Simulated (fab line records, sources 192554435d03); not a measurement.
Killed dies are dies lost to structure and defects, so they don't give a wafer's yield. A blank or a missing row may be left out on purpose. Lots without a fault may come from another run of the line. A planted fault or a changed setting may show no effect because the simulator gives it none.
fab line records | flow n5_finfet
record lots=9 wafers=25 last_day=17
route steps=1938 shown PMOS_HMC_CHANNEL_EPI@67 FIN_SAQP@100 BEOL_M4@1111 PASSIVATION@1936
lots that met no fault: from a run of the same line without faults
start_h: hours from the record's first day to the start of the lot's first wafer shown | wait_h: hours since the lot's step before | " the same as in the row above | L1.1+2: a row that stands for several wafers | - no value, or no start given | * or withheld: withheld | < > ~ a bound
route shown NAME@n: a module of which the file shows steps, and the number in the route of the first | usual: mean/standard deviation of fault-free wafers | same: alike in all rows | chamber/n: place in a boat | sites: the reading at each site | _std_site: their standard deviation | _edge_site: outer sites' mean less inner sites' | radius_mm: how far each site lies from the wafer's centre | mask NAME#n: copy n | behind: the tool/chamber that last shaped the wafer | hold: why the lot was held/for how many hours/how that ended | device: the transistor (n, p or np) that didn't switch | end of line: the same wafers' tests at the end of the route | a step without rows: its recipe alone | killed: dies lost to structure and defects at the first sort, not the wafer's yield | map: a wafer's dies, x killed, . not, _ none there
set.NAME: the setting as run; set.NAME@STEP: as run at that earlier step | model.NAME: the simulator's own value behind a step, which no gauge read
steps of the route over a sample of lots; a table a step, a row a wafer
services: from which hour (start_h, from the record's first day; less than 0 if before it) a tool's chamber was out of use, for how many hours, and why
## steps
# step N5_PMOS_HMC_CHANNEL_EPI_INSPECT_11
# recipe mode=adi inspect_instrument=macro
# usual raw_defect_count=2.1/1.5
# columns lot.wafer tool chamber start_h wait_h raw_defect_count
L417.1 defect_inspect-02 - 41.18 0.0 1
L417.2 " - " " 1
L417.3 " - " " 1
L420.1 defect_inspect-01 - 59.95 0.0 3
L420.4 " - " " 2
L420.5 " - " " 1
L423.1 defect_inspect-02 - 78.19 0.0 0
L423.2 " - " " 2
L423.5 " - " " 1
L424.3 defect_inspect-02 - 87.57 0.0 1
L424.4 " - " " 2
L424.5 " - " " 1
L426.1 defect_inspect-02 - 95.36 0.0 1
L426.4 " - " " 1
L426.6 " - " " 2
L432.2 defect_inspect-01 - 131.51 0.0 1
L432.5 " - " " 2
L433.1 defect_inspect-02 - 137.37 0.0 3
L433.4 " - " " 2
L435.2 defect_inspect-01 - 149.92 0.0 0
L435.3 " - " " 3
L435.5 " - " " 0
L436.1 defect_inspect-02 - 155.08 0.0 4
L436.2 " - " " 4
L436.3 " - " " 2
# step N5_PMOS_HMC_CHANNEL_EPI_ETCH_32
# recipe chemistry=N2/H2 target=BARC stop_on=SiO2 target_depth_a=858 over_etch_frac=0.3 time_s=50.3 ion_energy_ev=200 mask_material=CAR-ArF-block pressure_mtorr=30 source_w=840 bias_w=150 n2_flow_sccm=200 h2_flow_sccm=200
# usual drypump_motor_current_A=5.9/0.36 oes_product_au=0.69/0.067 rf_vpp_V=523.6/2.9 showerhead_plenum_p_Torr=2.53/0.11 throttle_valve_pct=17.80/0.21
# columns lot.wafer tool chamber start_h wait_h drypump_motor_current_A oes_product_au rf_hours_counter_h rf_vpp_V showerhead_plenum_p_Torr throttle_valve_pct
L417.1 rie_diel-06 3 41.25 0.0 6.4 0.60 231 522.2 2.52 17.69
L417.2 " 0 " " 6.3 0.85 2 525.9 2.60 17.75
L417.3 " 2 " " 5.6 0.67 109 527.2 2.68 17.81
L420.1 rie_diel-02 1 60.02 0.0 6.0 0.63 160 520.7 2.40 17.69
L420.4 " 3 " " 6.2 0.74 40 523.0 2.46 17.54
L420.5 " 0 " " 5.3 0.67 - 525.5 2.54 17.65
L423.1 rie_diel-02 3 78.26 0.0 6.2 0.74 45 521.8 2.46 17.54
L423.2 " 1 " " 6.0 0.61 166 520.3 2.40 17.71
L423.5 " 0 " " 5.3 0.67 - 523.8 2.53 17.66
L424.3 rie_diel-06 1 87.69 0.0 5.8 0.63 186 521.2 2.42 18.09
L424.4 " 0 " " 6.3 0.81 17 524.9 2.59 17.79
L424.5 " 1 " " 5.8 0.63 - 520.6 2.42 18.08
L426.1 rie_diel-06 1 95.43 0.0 5.7 0.63 189 519.4 2.42 18.11
L426.4 " 3 " " 6.4 0.59 247 524.7 2.51 17.71
L426.6 " 0 " " 6.3 0.80 - 526.3 2.59 17.81
L432.2 rie_diel-06 2 131.99 0.0 5.6 0.65 136 527.9 2.67 17.87
L432.5 " 1 " " 5.7 0.62 - 520.0 2.41 18.14
L433.1 rie_diel-05 2 137.44 0.0 6.0 0.67 123 518.9 2.35 17.64
L433.4 " 1 " " 5.5 0.61 191 519.0 2.42 18.38
L435.2 rie_diel-02 1 150.03 0.0 6.0 0.61 189 519.1 2.39 17.74
L435.3 " 0 " " 5.2 0.64 144 523.8 2.52 17.70
L435.5 " 3 " " 6.2 0.72 - 522.2 2.45 17.57
L436.1 rie_diel-02 0 155.15 0.0 5.3 0.65 145 523.7 2.52 17.70
L436.2 " 3 " " 6.2 0.72 68 521.1 2.45 17.59
L436.3 " 2 " " 5.7 0.73 56 526.9 2.71 18.01
# step N5_PMOS_HMC_CHANNEL_EPI_STRIP_33
# recipe chemistry=N2/H2 power_w=500 temp_c=40 pressure_mtorr=50 rf_frequency_hz=6e+07 overash_fraction=0.3 bias_power_w=8 h2_frac=0.5 n2_flow_sccm=300 h2_flow_sccm=300
# usual drypump_motor_current_A=5.9/0.36 oes_product_au=0.80/0.081 rf_vpp_V=54.1/1.6 showerhead_plenum_p_Torr=3.34/0.14 throttle_valve_pct=18.9/0.3
# columns lot.wafer tool chamber start_h wait_h drypump_motor_current_A oes_product_au rf_hours_counter_h rf_vpp_V showerhead_plenum_p_Torr throttle_valve_pct
L417.1 rie_diel-06 3 41.35 0.0 6.5 0.70 231 57.0 3.33 18.9
L417.2 " 0 " " 6.3 1.01 2 53.8 3.43 18.7
L417.3 " 2 " " 5.6 0.81 109 54.4 3.54 19.4
L420.1 rie_diel-02 1 60.12 0.0 6.0 0.73 160 54.9 3.18 18.8
L420.4 " 3 " " 6.2 0.89 40 52.4 3.26 18.6
L420.5 " 0 " " 5.3 0.79 - 55.5 3.35 18.3
L423.1 rie_diel-02 3 78.35 0.0 6.2 0.89 45 54.8 3.26 18.7
L423.2 " 1 " " 6.0 0.72 166 55.1 3.17 18.9
L423.5 " 0 " " 5.3 0.79 - 55.2 3.35 18.4
L424.3 rie_diel-06 1 87.79 0.0 5.8 0.75 186 53.2 3.20 19.0
L424.4 " 0 " " 6.3 0.94 17 54.9 3.42 18.7
L424.5 " 1 " " 5.8 0.74 - 50.0 3.20 19.0
L426.1 rie_diel-06 1 95.53 0.0 5.8 0.74 189 55.6 3.20 19.0
L426.4 " 3 " " 6.6 0.68 247 52.8 3.32 18.9
L426.6 " 0 " " 6.3 0.93 - 56.5 3.42 18.7
L432.2 rie_diel-06 2 132.09 0.0 5.6 0.78 136 56.3 3.52 19.4
L432.5 " 1 " " 5.7 0.75 - 52.9 3.20 19.0
L433.1 rie_diel-05 2 137.53 0.0 6.0 0.76 123 51.4 3.12 18.8
L433.4 " 1 " " 5.5 0.73 191 54.2 3.20 19.4
L435.2 rie_diel-02 1 150.13 0.0 6.0 0.69 189 54.8 3.16 18.9
L435.3 " 0 " " 5.3 0.75 144 56.1 3.34 18.4
L435.5 " 3 " " 6.2 0.85 - 53.7 3.24 18.7
L436.1 rie_diel-02 0 155.25 0.0 5.3 0.75 145 48.9 3.34 18.4
L436.2 " 3 " " 6.2 0.85 68 55.2 3.24 18.7
L436.3 " 2 " " 5.7 0.86 56 56.5 3.57 19.1
# step N5_FIN_SAQP_PECVD_06
# recipe material=a-Si target_thk_a=600 temp_c=400 precursor=SiH4/He pressure_torr=3 rf_w=100 time_s=48.1
# usual chamber_pressure_Torr=2.999/0.0064 heater_power_w=822/73 showerhead_plenum_p_Torr=5.64/0.066 throttle_valve_pct=18.3/0.85
# columns lot.wafer tool chamber start_h wait_h chamber_pressure_Torr heater_power_w showerhead_plenum_p_Torr throttle_valve_pct
L417.1 pecvd-02 0 44.80 0.0 2.996 849 5.68 19.2
L417.2 " 1 " " 2.996 824 5.66 17.9
L417.3 " 0 " " 2.987 812 5.67 19.2
L420.1 pecvd-02 0 63.50 0.0 2.986 807 5.67 19.4
L420.4 " 0 " " 2.992 818 5.67 19.4
L420.5 " 2 " " 3.001 731 5.55 17.6
L423.1 pecvd-02 2 81.82 0.0 3.012 768 5.52 17.2
L423.2 " 0 " " 2.999 871 5.67 19.4
L423.5 " 1 " " 2.985 849 5.65 17.7
L424.3 pecvd-02 0 91.54 0.0 2.997 821 5.67 19.4
L424.4 " 2 " " 2.991 819 5.54 17.3
L424.5 " 0 " " 3.004 825 5.67 19.5
L426.1 pecvd-02 2 100.08 0.0 2.999 775 5.53 17.2
L426.4 " 1 " " 3.006 734 5.67 17.9
L426.6 " 2 " " 2.996 786 5.52 17.1
L432.2 pecvd-02 2 135.72 0.0 3.006 739 5.53 17.2
L432.5 " 1 " " 3.009 832 5.68 17.7
L433.1 pecvd-02 2 142.31 0.0 2.993 837 5.54 17.5
L433.4 " 1 " " 2.999 837 5.67 17.9
L435.2 pecvd-01 0 153.48 0.0 2.998 801 5.64 17.6
L435.3 " 1 " " 3.004 763 5.60 18.4
L435.5 " 1 " " 3.003 763 5.59 18.5
L436.1 pecvd-04 1 159.33 0.0 2.998 850 5.77 17.9
L436.2 " 0 " " 3.011 753 5.60 20.0
L436.3 " 2 " " 2.993 711 5.60 17.5
# step N5_FIN_SAQP_THK_MEAS_07
# usual thk_nm=59.9/0.91
# columns lot.wafer tool chamber start_h wait_h thk_nm
L417.1 film_metro-02 - 44.91 0.1 59.3
L417.2 " - " " 58.5
L417.3 " - " " 60.1
L420.1 film_metro-01 - 63.59 0.1 59.7
L420.4 " - " " 60.6
L420.5 " - " " 60.3
L423.1 film_metro-02 - 81.91 0.1 58.9
L423.2 " - " " 57.9
L423.5 " - " " 59.0
L424.3 film_metro-02 - 91.63 0.1 58.7
L424.4 " - " " 61.3
L424.5 " - " " 59.1
L426.1 film_metro-02 - 100.17 0.1 74.7
L426.4 " - " " 58.0
L426.6 " - " " 60.1
L432.2 film_metro-01 - 135.81 0.1 74.5
L432.5 " - " " 59.1
L433.1 film_metro-01 - 142.41 0.1 75.5
L433.4 " - " " 60.5
L435.2 film_metro-01 - 153.57 0.1 59.8
L435.3 " - " " 59.0
L435.5 " - " " 60.2
L436.1 film_metro-02 - 159.42 0.1 59.9
L436.2 " - " " 60.2
L436.3 " - " " 58.7
# step N5_FIN_SAQP_MANDREL_ETCH_22
# recipe target_depth_a=600 chemistry=HBr/Cl2 target=a-Si stop_on=SiNx bt_time_s=10 over_etch_frac=0.5 time_s=30 pressure_mtorr=10 icp_w=800 bias_w=75 HBr_flow_sccm=150 Cl2_flow_sccm=80 ends=end_point
# usual drypump_motor_current_A=5.45/0.28 oes_product_au=0.767/0.013 throttle_valve_pct=35.3/0.34
# columns lot.wafer tool chamber start_h wait_h drypump_motor_current_A oes_product_au rf_hours_counter_h throttle_valve_pct
L417.1 rie_si-05 1 45.69 0.0 5.04 0.752 109 35.0
L417.2 " 2 " " 5.52 0.765 123 35.2
L417.3 " 3 " " 5.09 0.785 166 35.3
L420.1 rie_si-02 1 64.74 0.0 5.48 0.774 104 35.6
L420.4 " 0 " " 5.60 0.773 4 35.2
L420.5 " 2 " " 5.35 0.767 - 35.3
L423.1 rie_si-02 1 82.64 0.0 5.49 0.777 104 35.7
L423.2 " 0 " " 5.63 0.747 4 35.2
L423.5 " 3 " " 5.44 0.740 - 35.8
L424.3 rie_si-02 2 92.59 0.0 5.38 0.763 1 35.3
L424.4 " 3 " " 5.47 0.774 64 35.8
L424.5 " 1 " " 5.51 0.779 - 35.6
L426.1 rie_si-05 1 101.17 0.0 5.06 0.875 110 34.8
L426.4 " 2 " " 5.55 0.759 124 35.2
L426.6 " 2 " " 5.57 0.781 - 35.2
L432.2 rie_si-05 2 136.70 0.0 5.57 0.881 125 34.9
L432.5 " 0 " " 5.78 0.746 - 34.6
L433.1 rie_si-05 2 143.27 0.0 5.54 0.893 125 34.9
L433.4 " 0 " " 5.78 0.765 132 34.6
L435.2 rie_si-02 3 154.43 0.0 5.46 0.750 65 35.9
L435.3 " 2 " " 5.33 0.755 2 35.3
L435.5 " 2 " " 5.34 0.763 - 35.3
L436.1 rie_si-02 2 160.38 0.0 5.36 0.760 3 35.3
L436.2 " 1 " " 5.49 0.780 106 35.6
L436.3 " 3 " " 5.44 0.747 65 35.9
# step N5_BEOL_M4_RC_MEAS_101
# usual DIBL_N=36.2/2 DIBL_P=36.1/2.4 IOFF_N=0.16/0.035 IOFF_P=0.22/0.041 ION_N=675/14 ION_P=465/8.6 SS_N=71.5/0.64 SS_P=73.2/0.76 VT_N=250/3.9 VT_P=-249/3.4
# columns lot.wafer tool chamber start_h wait_h DIBL_N[mV/V] DIBL_P[mV/V] IOFF_N[nA/um] IOFF_P[nA/um] ION_N[uA/um] ION_P[uA/um] SS_N[mV/dec] SS_P[mV/dec] VT_N[mV] VT_P[mV]
L417.1 prober-02 0 199.14 0.0 32.9 33.1 0.10 0.15 650 449 71.1 71.9 256 -252
L417.2 " 0 " " 34.0 35.1 0.12 0.18 658 463 71.1 72.5 254 -250
L417.3 " 0 " " 33.6 35.0 0.10 0.17 643 454 70.4 73.3 257 -252
L420.1 prober-01 0 225.70 0.0 38.1 38.1 0.19 0.27 684 475 71.7 73.3 246 -244
L420.4 " 0 " " 35.5 34.8 0.14 0.23 669 472 71.5 72.6 253 -249
L420.5 " 0 " " 39.5 39.4 0.23 0.31 694 474 72.5 74.0 246 -245
L423.1 prober-02 0 226.98 0.0 36.6 35.6 0.15 0.20 679 463 71.3 73.9 250 -251
L423.2 " 0 " " 39.9 38.2 0.20 0.24 688 464 72.2 74.2 248 -248
L423.5 " 0 " " 39.2 39.2 0.21 0.23 693 468 72.0 74.3 246 -249
L424.3 prober-01 0 245.55 0.3 38.2 39.7 0.21 0.33 696 486 71.9 73.6 245 -240
L424.4 " 0 " " 35.1 34.7 0.14 0.23 664 467 71.1 73.7 249 -247
L424.5 " 0 " " 32.3 31.9 0.10 0.18 664 468 70.6 70.9 255 -249
L426.1 prober-01 0 255.86 0.0 37.1 38.2 0.16 0.24 678 467 71.9 73.2 249 -248
L426.4 " 0 " " 35.0 35.3 0.13 0.19 661 461 71.2 72.9 254 -249
L426.6 " 0 " " 36.6 38.1 0.16 0.23 679 472 71.1 73.7 251 -248
L432.2 prober-02 0 293.23 0.2 34.1 34.6 0.12 0.19 664 465 71.1 73.1 257 -251
L432.5 " 0 " " 36.6 36.6 0.16 0.20 676 464 71.7 73.3 251 -253
L433.1 prober-02 0 297.34 0.0 38.8 35.0 0.19 0.21 685 461 71.5 73.3 249 -251
L433.4 " 0 " " 36.6 34.5 0.15 0.21 670 461 71.7 73.6 250 -249
L435.2 prober-01 0 298.72 0.2 36.4 34.9 0.14 0.19 669 456 71.8 72.9 253 -251
L435.3 " 0 " " 37.7 37.5 0.19 0.22 682 464 71.5 74.7 247 -251
L435.5 " 0 " " 38.0 37.4 0.18 0.24 678 461 72.2 74.3 250 -246
L436.1 prober-01 0 314.81 0.0 36.4 36.3 0.15 0.18 654 446 71.6 73.3 257 -255
L436.2 " 0 " " 36.0 36.5 0.14 0.18 671 454 71.5 73.3 254 -254
L436.3 " 0 " " 33.9 33.8 0.12 0.16 669 458 70.8 71.7 254 -256
# step N5_PASSIVATION_PROBE_49
# usual defect_limited_yield=91.1/1.4 killed_at_M0_to_M3=36/9.9 killed_at_M4_up=13/5.8 killed_at_contacts=14/5.9 killed_at_front_end=39/11 killed_at_other=3.4/2.9 killed_dies=105/17 killed_open=70/13 killed_short=34/7.3 sort_bin_4_leakage=0.00/0.0072 sort_bin_5_function=5.3/1 sort_bin_6_memory=3.3/0.62 sort_bin_8_speed=0.01/0.057 sort_n_pass=1075/17
# same gross_dies=1180 killed_at_back_side=0
# columns lot.wafer tool chamber start_h wait_h defect_limited_yield[%] killed_at_M0_to_M3 killed_at_M4_up killed_at_contacts killed_at_front_end killed_at_other killed_dies killed_open killed_short sort_bin_4_leakage[%] sort_bin_5_function[%] sort_bin_6_memory[%] sort_bin_8_speed[%] sort_n_pass
L420.1 prober-02 - 327.84 0.0 92.5 32 8 17 25 7 89 65 24 0 4.3 2.8 0 1091
L420.4 prober-02 - 327.99 0.2 92.9 39 8 10 25 2 84 63 21 0 4.2 2.5 0 1096
L420.5 prober-02 - 328.04 0.2 91.9 42 14 7 31 2 96 65 31 0 4.9 3.1 0 1084
L423.1 prober-02 - 333.56 0.4 93.0 31 14 7 28 3 83 57 23 0 4.6 2.2 0 1097
L423.2 prober-02 - 333.61 0.4 92.8 28 17 15 22 3 85 55 30 0 4.2 2.7 0 1095
L423.5 prober-02 - 333.76 0.6 91.5 24 25 14 37 0 100 74 25 0 5.0 3.1 0 1080
L426.1 prober-02 - 353.23 0.1 90.0 34 11 29 41 3 118 64 53 0 7.0 2.4 0 1062
L426.4 prober-02 - 353.38 0.2 91.3 19 7 34 42 1 103 61 42 0 5.8 2.5 0 1077
L426.6 prober-02 - 353.48 0.3 91.1 41 11 15 38 0 105 67 37 0 5.3 3.6 0 1075
L432.2 prober-01 - 399.43 0.1 89.8 42 15 9 52 2 120 75 42 0 6.3 3.6 0 1060
L433.1 prober-01 - 411.01 0.0 90.9 30 32 10 29 6 107 77 27 0 5.9 2.7 0 1073
L433.4 prober-01 - 411.16 0.2 91.8 19 25 17 35 1 97 68 29 0 4.7 3.1 0 1083
# killed by level:class
L420.1 MOL_CONTACT_COAG:geometric_particle:open=14 BEOL_M2:geometric_particle:open=9 STI_FIN_REVEAL:geometric_particle:open=7 BEOL_M0_SAQP:geometric_particle:open=6 BEOL_M3:geometric_particle:open=6 BEOL_M1:geometric_particle:open=5 BEOL_M4:geometric_particle:open=4 PASS1_CAP:geometric_particle:short=4
L420.4 BEOL_M2:geometric_particle:open=16 BEOL_M0_SAQP:geometric_particle:open=10 STI_FIN_REVEAL:geometric_particle:open=8 MOL_CONTACT_COAG:geometric_particle:open=8 FIN_SAQP:geometric_particle:short=7 BEOL_M1:geometric_particle:open=4 BEOL_M4:geometric_particle:open=4 FIN_SAQP:geometric_particle:open=3
L420.5 BEOL_M0_SAQP:geometric_particle:short=13 BEOL_M0_SAQP:geometric_particle:open=11 DUMMY_GATE:geometric_particle:open=10 BEOL_M4:geometric_particle:open=8 STI_FIN_REVEAL:geometric_particle:open=6 BEOL_M1:geometric_particle:open=6 MOL_CONTACT_COAG:geometric_particle:open=5 GATE_CUT:geometric_particle:open=4
L423.1 BEOL_M3:geometric_particle:open=12 BEOL_M4:geometric_particle:open=8 BEOL_M2:geometric_particle:open=8 STI_FIN_REVEAL:geometric_particle:open=7 MOL_CONTACT_COAG:geometric_particle:open=4 BEOL_M0_SAQP:geometric_particle:open=4 GATE_CUT:geometric_particle:short=3 MOL_CONTACT_COAG:geometric_particle:short=3
L423.2 MOL_CONTACT_COAG:geometric_particle:open=13 BEOL_M0_SAQP:geometric_particle:short=11 BEOL_M4:geometric_particle:open=11 BEOL_M0_SAQP:geometric_particle:open=8 GATE_CUT:geometric_particle:short=4 FIN_SAQP:geometric_particle:short=3 GATE_CUT:geometric_particle:open=3 BEOL_M3:geometric_particle:open=3
L423.5 BEOL_M4:geometric_particle:open=12 MOL_CONTACT_COAG:geometric_particle:open=11 BEOL_M2:geometric_particle:open=9 STI_FIN_REVEAL:geometric_particle:open=7 DUMMY_GATE:geometric_particle:open=7 FIN_SAQP:geometric_particle:short=5 BEOL_M1:geometric_particle:open=5 FIN_SAQP:geometric_particle:open=4
L426.1 MOL_CONTACT_COAG:geometric_particle:open=20 FIN_SAQP:geometric_particle:short=18 MOL_CONTACT_COAG:geometric_particle:short=9 BEOL_M0_SAQP:geometric_particle:short=7 STI_FIN_REVEAL:geometric_particle:open=7 BEOL_M2:geometric_particle:open=7 BEOL_M1:geometric_particle:open=6 BEOL_M0_SAQP:geometric_particle:open=4
L426.4 MOL_CONTACT_COAG:geometric_particle:open=25 FIN_SAQP:geometric_particle:short=16 FIN_SAQP:geometric_particle:open=12 MOL_CONTACT_COAG:geometric_particle:short=9 BEOL_M0_SAQP:geometric_particle:open=5 BEOL_M0_SAQP:geometric_particle:short=4 GATE_CUT:geometric_particle:short=3 BEOL_M1:geometric_particle:open=3
L426.6 MOL_CONTACT_COAG:geometric_particle:open=13 BEOL_M2:geometric_particle:open=12 BEOL_M3:geometric_particle:open=10 BEOL_M0_SAQP:geometric_particle:short=8 FIN_SAQP:geometric_particle:open=7 FIN_SAQP:geometric_particle:short=7 DUMMY_GATE:geometric_particle:open=5 GATE_CUT:geometric_particle:short=4
L432.2 FIN_SAQP:geometric_particle:short=16 FIN_SAQP:geometric_particle:open=11 BEOL_M3:geometric_particle:open=10 STI_FIN_REVEAL:geometric_particle:open=9 BEOL_M2:geometric_particle:open=8 BEOL_M0_SAQP:geometric_particle:open=8 MOL_CONTACT_COAG:geometric_particle:open=7 BEOL_M0_SAQP:geometric_particle:short=6
L433.1 BEOL_M4:geometric_particle:open=22 MOL_CONTACT_COAG:geometric_particle:open=10 BEOL_M2:geometric_particle:open=9 BEOL_M0_SAQP:geometric_particle:open=7 STI_FIN_REVEAL:geometric_particle:open=6 BEOL_M4:geometric_particle:short=6 DUMMY_GATE:geometric_particle:open=5 BEOL_M3:geometric_particle:open=5
L433.4 BEOL_M4:geometric_particle:open=18 MOL_CONTACT_COAG:geometric_particle:open=13 FIN_SAQP:geometric_particle:short=8 DUMMY_GATE:geometric_particle:open=7 STI_FIN_REVEAL:geometric_particle:open=5 BEOL_M2:geometric_particle:open=5 BEOL_M3:geometric_particle:open=5 MOL_CONTACT_COAG:geometric_particle:short=4
## services
# columns tool chamber start_h hours kind
rie_si-05 - 17.88 1.2 repair
rie_diel-06 2 24.18 3.1 repair
pecvd-01 - 24.36 2.8 pm
rie_diel-05 0 37.71 7.3 repair
rie_diel-05 1 39.67 8.3 repair
rie_si-05 0 41.29 18.5 repair
pecvd-02 2 44.31 2.1 scheduled_down
rie_si-05 1 71.26 4.5 repair
rie_si-05 0 72.61 2.7 repair
rie_diel-06 2 78.18 2.0 repair
pecvd-02 0 83.60 2.2 repair
rie_diel-02 3 92.77 4.0 repair
rie_si-05 0 96.58 3.6 repair
rie_diel-06 3 114.49 7.7 repair
pecvd-02 - 116.82 0.8 pm
rie_diel-06 3 122.23 - clean
rie_diel-06 3 122.23 - consumable_replace:focus_ring
rie_diel-06 3 122.23 20.7 scheduled_down
rie_diel-06 3 122.23 20.7 vent_cycle
pecvd-01 0 122.45 6.0 repair
pecvd-02 - 128.98 3.9 repair
rie_diel-05 1 130.42 3.7 repair
rie_si-02 - 135.14 2.8 pm
pecvd-01 - 148.31 1.8 repair
## key
first_sign step=N5_FIN_SAQP_THK_MEAS_07 reading=thk_nm direction=up sigmas=16 usual=* struck=*
effect step=N5_FIN_SAQP_MANDREL_ETCH_22 reading=oes_product_au direction=up sigmas=8.9 usual=0.767 struck=0.883
met_at N5_FIN_SAQP_PECVD_06
struck_lots L426,L432,L433
struck_wafers L426.1,L432.2,L433.1
baseline_loss step=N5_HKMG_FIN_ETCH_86 wafers=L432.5
not_acting_at N5_PMOS_HMC_CHANNEL_EPI_INSPECT_11,N5_PMOS_HMC_CHANNEL_EPI_ETCH_32,N5_PMOS_HMC_CHANNEL_EPI_STRIP_33
onset_between 91.54 100.08
fault kind=process_parameter_drift tool=pecvd-02 chamber=- onset_h=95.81 steps=N5_FIN_SAQP_PECVD_06 channel=time_s offset=* shape=step end_h=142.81 scope=struck_wafers_only acts_in=* stated=*
# baseline_loss: these wafers lose ten dies or more at that step, a loss of the line's own and not of a fault; the sort's usual values leave them out
